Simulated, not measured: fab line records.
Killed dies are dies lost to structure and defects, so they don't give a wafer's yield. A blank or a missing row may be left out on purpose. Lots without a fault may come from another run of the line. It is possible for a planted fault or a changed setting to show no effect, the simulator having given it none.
fab line records ; flow nandHarc
[record] lots = 5; wafers = 15; lastDay = 24
route steps=1159 shown P_CONTACT@248 P_M0@253
lots that met no fault: from a run of the same line without faults
startH: start of the lot's first displayed wafer, in hours after the record's first day ; waitH: hours elapsed since this lot's preceding step ; " same as the row above ; L1.1+2: one row covering several wafers at once ; - no value, or no start was given ; * or withheld: withheld ; < > ~ a bound
route shown NAME@n: NAME is a module with steps in the file, n the number in the route of the first one ; usual: average and standard deviation across the fault-free wafers ; same: alike in all rows ; chamber/n: place in a boat ; sites: the reading at each site ; _std_site: the standard deviation of these ; _edge_site: the outer-site mean with the inner-site mean subtracted ; radiusMm: how far each site lies from the wafer's centre ; mask NAME#n: copy n ; behind: the last tool/chamber to shape the wafer ; hold: the reason the lot was held/the length of the hold in hours/how it ended ; device: whichever transistor did not switch (one of n, p or np) ; end of line: the route-end tests of the same wafers ; a step without rows: its recipe alone ; killed: not the wafer's yield, but the dies lost to structure and defects at the first sort ; map: per-die view of a wafer (x killed, . not killed, _ where there is no die)
set.NAME: the setting the step ran with; set.NAME@STEP: the setting that earlier step ran with ; model.NAME: the simulator's own value behind a step, which no gauge read
lots at selected steps of the route; one table per step, one row per wafer
services: the hour from which a tool's chamber was out of use, counted from the record's first day as startH (under 0 if before that day), plus the number of hours and why
[[steps]]
[step NHARC_P_CONTACT_CVD_23]
[recipe] targetThkA = 2000; tempC = 300; pressureTorr = 40; wf6FlowSccm = 40; h2FlowSccm = 1600; arFlowSccm = 1560; timeS = 557; material = W
[usual] chamberPressureTorr = 39.98/0.079; heaterPowerOuterW = 278/38; heaterPowerW = 496/47; throttleValvePct = 8.06/0.19
lot.wafer;tool;chamber;startH;waitH;chamberPressureTorr;heaterPowerOuterW;heaterPowerW;throttleValvePct
L740.1;cvdW-02;1;-;-;40.01;231;435;8.21
L740.2;cvdW-02;0;-;-;39.90;311;573;8.10
L740.5;cvdW-02;1;-;-;39.85;223;441;8.30
L749.2;cvdW-01;0;-;-;40.06;268;490;7.81
L749.3;cvdW-01;1;-;-;40.07;318;539;7.96
L749.4;cvdW-01;0;-;-;40.09;261;468;8.15
L751.4;cvdW-02;0;-;-;40.03;302;544;8.19
L751.5;cvdW-02;0;-;-;40.07;299;539;8.18
L751.6;cvdW-02;1;-;-;39.98;221;430;7.98
L752.4;cvdW-01;1;-;-;40.12;325;529;8.03
L752.3;cvdW-01;0;-;-;39.98;255;485;8.05
L752.5;cvdW-01;0;-;-;39.95;264;489;8.11
L754.1;cvdW-01;1;-;-;40.08;315;538;8.11
L754.3;cvdW-01;1;-;-;39.98;315;522;7.99
L754.4;cvdW-01;0;-;-;40.02;263;488;8.28
[step NHARC_P_CONTACT_CMP_24]
[recipe] tOverpolishS = 30; targetThkNm = 200
[usual] motorCurrentA = 12.1/0.94; overpolishRunS = 30.000/0.0094; slurryFilterDpKPa = 13.51/0.14; timeToEndpointS = 39.9/1.9
[same] tOverpolishS = 30
lot.wafer;tool;chamber;startH;waitH;motorCurrentA;overpolishRunS;slurryFilterDpKPa;timeToEndpointS
L740.2;cmp-02;2;169.53;0.5;13.0;29.993;13.70;43.2
L740.1;cmp-02;0;169.53;0.5;12.0;29.991;13.28;40.8
L740.5;cmp-02;3;169.53;0.5;11.6;29.990;13.63;42.4
L749.2;cmp-02;1;210.99;0.5;12.0;30.005;13.63;39.0
L749.4;cmp-02;3;210.99;0.5;11.8;29.984;13.51;39.2
L749.3;cmp-02;0;210.99;0.5;11.6;29.989;13.45;37.1
L751.4;cmp-04;1;221.44;0.4;12.8;30.003;13.51;40.0
L751.5;cmp-04;1;221.44;0.4;11.9;30.008;13.72;39.8
L751.6;cmp-04;2;221.44;0.4;11.8;30.006;13.51;38.8
L752.4;cmp-04;1;237.05;0.4;12.2;29.992;13.31;38.5
L752.3;cmp-04;3;237.05;0.4;12.2;29.988;13.44;42.1
L752.5;cmp-04;1;237.05;0.4;12.2;30.008;13.39;38.4
L754.3;cmp-04;2;242.66;0.4;11.9;29.996;13.53;40.0
L754.4;cmp-04;3;242.66;0.4;12.5;30.006;13.54;44.1
L754.1;cmp-04;0;242.66;0.4;10.3;29.990;13.31;41.4
[step NHARC_P_CONTACT_SRD_26]
[step NHARC_P_CONTACT_INSPECT_27]
[usual] rawDefectCount = 291/120
lot.wafer;tool;chamber;startH;waitH;rawDefectCount
L740.1;defectInspect-02;-;169.95;0.1;162
L740.2;defectInspect-02;-;169.95;0.1;187
L740.5;defectInspect-02;-;169.95;0.1;219
L749.2;defectInspect-01;-;211.41;0.1;559
L749.3;defectInspect-01;-;211.41;0.1;292
L749.4;defectInspect-01;-;211.41;0.1;233
L751.4;defectInspect-02;-;221.84;0.1;383
L751.5;defectInspect-02;-;221.84;0.1;361
L751.6;defectInspect-02;-;221.84;0.1;261
L752.3;defectInspect-01;-;237.43;0.1;352
L752.4;defectInspect-01;-;237.43;0.1;171
L752.5;defectInspect-01;-;237.43;0.1;193
L754.1;defectInspect-01;-;243.04;0.1;253
L754.3;defectInspect-01;-;243.04;0.1;227
L754.4;defectInspect-01;-;243.04;0.1;228
[step NHARC_P_M0_DEP_00]
[recipe] targetThkA = 1500; targetThkNm = 150; tempC = withheld; pressureTorr = 5; flowSccm = 200; rfW = 600; material = SiOC
[step NHARC_P_M0_DEHYDRATE_01]
[recipe] tempC = 150; timeS = 120
[step NHARC_P_M0_HMDS_02]
[recipe] timeS = 30
[step NHARC_P_M0_COAT_33]
[recipe] tempC = 200; timeS = 65
[step NHARC_P_M0_COAT_03]
[recipe] spinRpm = 1500; resistThkNm = 90
[step NHARC_P_M0_SOFTBAKE_04]
[recipe] tempC = 105; timeS = 55
[step NHARC_P_M0_EBR_05]
[step NHARC_P_M0_EXPOSE_06]
[recipe] na = 1.35; targetCdNm = 90; doseMj = 81.28; maskId = P_M0
[usual] exposureDoseMJCm2 = 81.27/0.082
lot.wafer;tool;chamber;startH;waitH;mask;exposureDoseMJCm2
L740.1;arfiScanner-02;0;170.71;-;P_M0#0;81.16
L740.2;arfiScanner-02;0;170.71;-;P_M0#0;81.22
L740.5;arfiScanner-02;0;170.71;-;P_M0#0;81.04
L749.2;arfiScanner-02;0;212.17;-;P_M0#0;54.78
L749.3;arfiScanner-02;0;212.17;-;P_M0#0;54.67
L749.4;arfiScanner-02;0;212.17;-;P_M0#0;54.75
L751.4;arfiScanner-03;0;222.48;-;P_M0#0;81.31
L751.5;arfiScanner-03;0;222.48;-;P_M0#0;81.29
L751.6;arfiScanner-03;0;222.48;-;P_M0#0;81.33
L752.3;arfiScanner-03;0;238.08;-;P_M0#0;81.25
L752.4;arfiScanner-03;0;238.08;-;P_M0#0;81.32
L752.5;arfiScanner-03;0;238.08;-;P_M0#0;81.26
L754.1;arfiScanner-01;0;243.80;-;P_M0#0;81.28
L754.3;arfiScanner-01;0;243.80;-;P_M0#0;81.20
L754.4;arfiScanner-01;0;243.80;-;P_M0#0;81.25
[step NHARC_P_M0_PEB_07]
[recipe] pebTempC = 100; pebTimeS = 65
[step NHARC_P_M0_DEVELOP_08]
[recipe] developTimeS = 35; devTempC = 23
[step NHARC_P_M0_CD_MEAS_09]
[recipe] targetCdNm = 90; landingEnergyEv = 500
[usual] cdNm = 90.1/0.39
lot.wafer;tool;chamber;startH;waitH;cdNm
L740.1;cdSem-01;0;170.85;-;90.1
L740.2;cdSem-01;0;170.85;-;90.1
L740.5;cdSem-01;0;170.85;-;90.7
L749.2;cdSem-02;0;212.30;-;65.9
L749.3;cdSem-02;0;212.30;-;66.1
L749.4;cdSem-02;0;212.30;-;65.3
L751.4;cdSem-02;0;222.62;-;90.7
L751.5;cdSem-02;0;222.62;-;90.9
L751.6;cdSem-02;0;222.62;-;90.2
L752.3;cdSem-03;0;238.22;-;90.5
L752.4;cdSem-03;0;238.22;-;90.2
L752.5;cdSem-03;0;238.22;-;90.1
L754.1;cdSem-02;0;243.94;-;90.0
L754.3;cdSem-02;0;243.94;-;90.3
L754.4;cdSem-02;0;243.94;-;90.6
[step NHARC_P_M0_OVL_MEAS_10]
[recipe] pitchNm = 180
[usual] overlayXNm = 0.0/0.94; overlayYNm = 0.1/0.68
lot.wafer;tool;chamber;startH;waitH;overlayXNm;overlayYNm
L740.1;overlay-02;-;170.94;-;-0.2;0.8
L740.2;overlay-02;-;170.94;-;-0.3;0.8
L740.5;overlay-02;-;170.94;-;-0.8;0.4
L749.2;overlay-02;-;212.39;-;-0.7;-1.6
L749.3;overlay-02;-;212.39;-;-0.9;-1.4
L749.4;overlay-02;-;212.39;-;-1.2;-1.2
L751.4;overlay-02;-;222.70;-;0.0;0.4
L751.5;overlay-02;-;222.70;-;-0.1;0.9
L751.6;overlay-02;-;222.70;-;0.3;0.4
L752.3;overlay-01;-;238.31;-;-0.3;0.9
L752.4;overlay-01;-;238.31;-;-0.4;1.1
L752.5;overlay-01;-;238.31;-;-0.5;0.9
L754.1;overlay-01;-;244.03;-;-1.4;0.1
L754.3;overlay-01;-;244.03;-;-0.9;0.5
L754.4;overlay-01;-;244.03;-;-0.9;0.4
[step NHARC_P_M0_INSPECT_11]
[usual] rawDefectCount = 3.7/2
lot.wafer;tool;chamber;startH;waitH;rawDefectCount
L740.1;defectInspect-01;-;170.98;0.0;3
L740.2;defectInspect-01;-;170.98;0.0;4
L740.5;defectInspect-01;-;170.98;0.0;3
L749.2;defectInspect-02;-;212.43;0.0;8
L749.3;defectInspect-02;-;212.43;0.0;1
L749.4;defectInspect-02;-;212.43;0.0;5
L751.4;defectInspect-02;-;222.74;0.0;2
L751.5;defectInspect-02;-;222.74;0.0;5
L751.6;defectInspect-02;-;222.74;0.0;5
L752.3;defectInspect-02;-;238.34;0.0;4
L752.4;defectInspect-02;-;238.34;0.0;3
L752.5;defectInspect-02;-;238.34;0.0;1
L754.1;defectInspect-01;-;244.07;0.0;5
L754.3;defectInspect-01;-;244.07;0.0;3
L754.4;defectInspect-01;-;244.07;0.0;5
[step NHARC_P_M0_DESCUM_14]
[recipe] timeS = 3; o2FlowSccm = 200; arFlowSccm = 0; biasPowerW = 0; chemistry = O2
[usual] chamberPressureMTorr = 59.99/0.057; drypumpMotorCurrentA = 5.7/0.41; oesProductAu = 1.000/0.0086; rfVppV = 57.7/0.88; showerheadPlenumPTorr = 1.91/0.077; throttleValvePct = 11.311/0.0088
lot.wafer;tool;chamber;startH;waitH;chamberPressureMTorr;drypumpMotorCurrentA;oesProductAu;rfHoursCounterH;rfVppV;showerheadPlenumPTorr;throttleValvePct;model.P_M0.cdNm
L740.2;rieDiel-02;1;171.04;0.1;59.96;5.7;1.005;1;56.7;1.91;11.316;89.82
L740.1;rieDiel-02;2;171.04;0.1;60.01;5.3;1.012;1;57.3;1.85;11.313;89.51
L740.5;rieDiel-02;2;171.04;0.1;60.03;5.3;1.006;-;57.3;1.85;11.303;89.95
L749.4;rieDiel-02;3;212.49;0.1;59.88;4.8;1.012;3;57.1;1.93;11.306;65.51
L749.3;rieDiel-02;0;212.49;0.1;60.10;5.9;1.013;3;56.9;1.80;11.293;65.88
L749.2;rieDiel-02;1;212.49;0.1;60.06;5.7;1.014;4;58.1;1.91;11.312;65.79
L751.4;rieDiel-07;1;222.80;0.1;59.86;6.0;0.983;10;56.9;1.84;11.307;90.88
L751.6;rieDiel-07;0;222.80;0.1;59.92;5.8;0.990;-;57.1;2.01;11.311;90.26
L751.5;rieDiel-07;1;222.80;0.1;60.04;5.9;0.991;-;56.8;1.84;11.314;90.19
L752.3;rieDiel-02;1;238.41;0.1;59.97;5.7;0.994;5;56.5;1.91;11.333;90.21
L752.4;rieDiel-02;2;238.41;0.1;60.02;5.3;0.996;5;56.6;1.85;11.311;90.01
L752.5;rieDiel-02;0;238.41;0.1;59.93;5.9;0.995;-;57.6;1.80;11.306;90.5
L754.4;rieDiel-11;2;244.14;0.1;60.02;6.4;1.011;3;58.5;1.79;11.313;90.49
L754.1;rieDiel-11;3;244.14;0.1;59.97;5.7;1.011;4;57.3;1.98;11.322;90
L754.3;rieDiel-11;0;244.14;0.1;59.98;6.2;1.001;4;57.9;1.80;11.310;90.28
[step NHARC_P_M0_ETCH_34]
[recipe] targetDepthA = 400; overetchA = 120; timeS = 43.94; ionEnergyEv = 200; n2FlowSccm = 150; h2FlowSccm = 150; arFlowSccm = 0; rfW = 400; biasW = 150; chemistry = N2/H2
[usual] chamberPressureMTorr = 30.001/0.03; drypumpMotorCurrentA = 5.7/0.42; oesProductAu = 1.001/0.0076; rfVppV = 430.3/2.5; showerheadPlenumPTorr = 2.03/0.086; throttleValvePct = 14.171/0.0089
lot.wafer;tool;chamber;startH;waitH;chamberPressureMTorr;drypumpMotorCurrentA;oesProductAu;rfHoursCounterH;rfVppV;showerheadPlenumPTorr;throttleValvePct
L740.1;rieDiel-02;3;171.13;0.1;29.993;4.8;1.002;1;430.8;2.06;14.184
L740.2;rieDiel-02;0;171.13;0.1;30.005;5.9;1.015;1;425.4;1.91;14.177
L740.5;rieDiel-02;3;171.13;0.1;30.019;4.7;1.005;-;430.5;2.06;14.165
L749.3;rieDiel-02;3;212.57;0.1;29.987;4.7;1.002;3;432.3;2.05;14.182
L749.2;rieDiel-02;0;212.57;0.1;29.991;5.9;1.007;3;427.5;1.91;14.160
L749.4;rieDiel-02;1;212.57;0.1;29.988;5.7;0.995;4;429.8;2.03;14.168
L751.4;rieDiel-07;2;222.89;0.1;29.994;5.5;0.984;11;431.5;2.06;14.157
L751.6;rieDiel-07;0;222.89;0.1;30.012;5.8;1.008;-;432.2;2.14;14.171
L751.5;rieDiel-07;1;222.89;0.1;29.992;5.9;0.999;-;429.8;1.96;14.171
L752.4;rieDiel-02;1;238.50;0.1;29.937;5.7;1.012;5;431.0;2.03;14.178
L752.3;rieDiel-02;2;238.50;0.1;29.965;5.3;1.020;5;429.7;1.97;14.162
L752.5;rieDiel-02;3;238.50;0.1;30.020;4.8;0.999;-;430.2;2.05;14.162
L754.3;rieDiel-11;2;244.21;0.1;30.041;6.4;1.000;3;428.2;1.90;14.167
L754.1;rieDiel-11;0;244.21;0.1;30.018;6.2;0.986;4;426.2;1.91;14.161
L754.4;rieDiel-11;1;244.21;0.1;29.969;5.6;0.995;3;432.0;2.09;14.187
[step NHARC_P_M0_ETCH_15]
[recipe] targetDepthA = 1500; overetchA = 150; timeS = 82.5; c4f8FlowSccm = withheld; arFlowSccm = 400; rfW = 600; biasW = 300; chemistry = C4F8/Ar
[usual] chamberPressureMTorr = 24.999/0.022; oesProductAu = 0.958/0.023; rfVppV = 440.5/2.6
lot.wafer;tool;chamber;startH;waitH;chamberPressureMTorr;oesProductAu;rfHoursCounterH;rfVppV;model.P_M0.cdNm
L740.1;rieDiel-02;2;-;-;25.028;0.968;1;441.1;89.18
L740.2;rieDiel-02;3;-;-;25.038;0.974;1;441.5;89.99
L740.5;rieDiel-02;2;-;-;24.999;0.967;-;437.8;89.64
L749.2;rieDiel-02;3;-;-;25.012;0.965;3;441.3;65.88
L749.4;rieDiel-02;0;-;-;25.020;0.969;3;436.6;65.48
L749.3;rieDiel-02;2;-;-;24.990;0.980;4;438.2;65.48
L751.4;rieDiel-07;2;-;-;25.016;0.925;11;441.8;91.05
L751.6;rieDiel-07;2;-;-;24.991;0.920;-;441.5;90.11
L751.5;rieDiel-07;3;-;-;25.010;0.928;-;442.5;90.18
L752.4;rieDiel-02;2;-;-;25.000;0.975;5;438.6;90.12
L752.3;rieDiel-02;3;-;-;24.977;0.963;5;442.2;90.86
L752.5;rieDiel-02;1;-;-;25.039;0.964;-;440.3;90.42
L754.4;rieDiel-11;3;-;-;25.052;0.990;4;442.5;90.54
L754.3;rieDiel-11;1;-;-;25.038;0.962;3;442.4;89.82
L754.1;rieDiel-11;2;-;-;24.975;0.974;3;435.7;90.07
[step NHARC_P_M0_CD_MEAS_16]
[usual] cdNm = 89.9/0.58
lot.wafer;tool;chamber;startH;waitH;cdNm
L740.1;cdSem-01;-;171.34;-;89.0
L740.2;cdSem-01;-;171.34;-;89.7
L740.5;cdSem-01;-;171.34;-;89.4
L749.2;cdSem-03;-;212.79;-;65.9
L749.3;cdSem-03;-;212.79;-;65.3
L749.4;cdSem-03;-;212.79;-;65.6
L751.4;cdSem-01;-;223.11;-;90.8
L751.5;cdSem-01;-;223.11;-;90.2
L751.6;cdSem-01;-;223.11;-;90.3
L752.3;cdSem-01;-;238.71;-;90.7
L752.4;cdSem-01;-;238.71;-;90.3
L752.5;cdSem-01;-;238.71;-;90.3
L754.1;cdSem-02;-;244.44;-;90.2
L754.3;cdSem-02;-;244.44;-;89.7
L754.4;cdSem-02;-;244.44;-;90.2
[[services]]
tool;chamber;startH;hours;kind
rieDiel-02;-;150.70;9.0;pm
rieDiel-02;0;150.70;9.0;ventCycle
rieDiel-02;1;150.70;9.0;ventCycle
rieDiel-02;2;150.70;9.0;ventCycle
rieDiel-02;3;150.70;9.0;ventCycle
rieDiel-02;0;159.70;-;clean
arfiScanner-02;-;163.99;1.3;repair
arfiScanner-02;-;184.11;0.4;repair
rieDiel-11;-;189.50;9.0;pm
cvdW-02;-;195.43;13.0;pm
cmp-02;-;197.83;0.8;repair
arfiScanner-01;-;198.43;4.0;pm
rieDiel-11;2;202.51;1.6;repair
cmp-04;-;203.00;4.0;pm
rieDiel-07;1;207.07;8.9;repair
rieDiel-11;1;212.63;9.3;repair
arfiScanner-02;-;216.83;1.2;repair
arfiScanner-03;-;218.53;0.6;repair
cmp-02;-;226.19;1.0;repair
rieDiel-07;-;228.26;9.0;pm
cvdW-01;-;232.35;0.5;repair
cmp-04;-;238.24;1.5;repair
cvdW-02;0;238.78;15.2;repair
cmp-02;-;239.94;2.7;repair
[[key]]
[firstSign] step = NHARC_P_M0_EXPOSE_06; reading = exposureDoseMJCm2; direction = down; sigmas = 99+; usual = 81.27; struck = 54.73
[effect] step = NHARC_P_M0_CD_MEAS_09; reading = cdNm; direction = down; sigmas = 62; usual = 90.1; struck = 65.8; through = controlLoop
[effect] step = NHARC_P_M0_CD_MEAS_16; reading = cdNm; direction = down; sigmas = 42; usual = 89.9; struck = 65.6; through = controlLoop
[modelEffect] step = NHARC_P_M0_DESCUM_14; value = P_M0.cdNm; without = 90.13; struck = 65.73
[modelEffect] step = NHARC_P_M0_ETCH_15; value = P_M0.cdNm; without = 90.02; struck = 65.62
metAt NHARC_P_M0_EXPOSE_06
struckWafers L749.2,L749.3,L749.4
laterRowsLeftOut L749.2,L749.3,L749.4
sortLeftOut L749.2,L749.3,L749.4
[loopTrim] step = NHARC_P_M0_EXPOSE_06; setting = dose; lots = L749
onsetBetween 170.71 212.17
[fault] kind = processParameterDrift; tool = arfiScanner-02; chamber = -; onsetH = 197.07; steps = NHARC_P_M0_EXPOSE_06; channel = doseMj; offset = -33.121; shape = step; actsIn = theseRecipesOnly; stated = 81.28
// sortLeftOut: the simulated sort isn't trusted on such a fault, so these wafers' sort isn't shown, and their yield isn't known
// laterRowsLeftOut: the simulator's readings of these wafers behind a module that went badly wrong aren't trusted and aren't shown, but for the sort
// loopTrim: a control loop set the setting to another value than it would have without faults
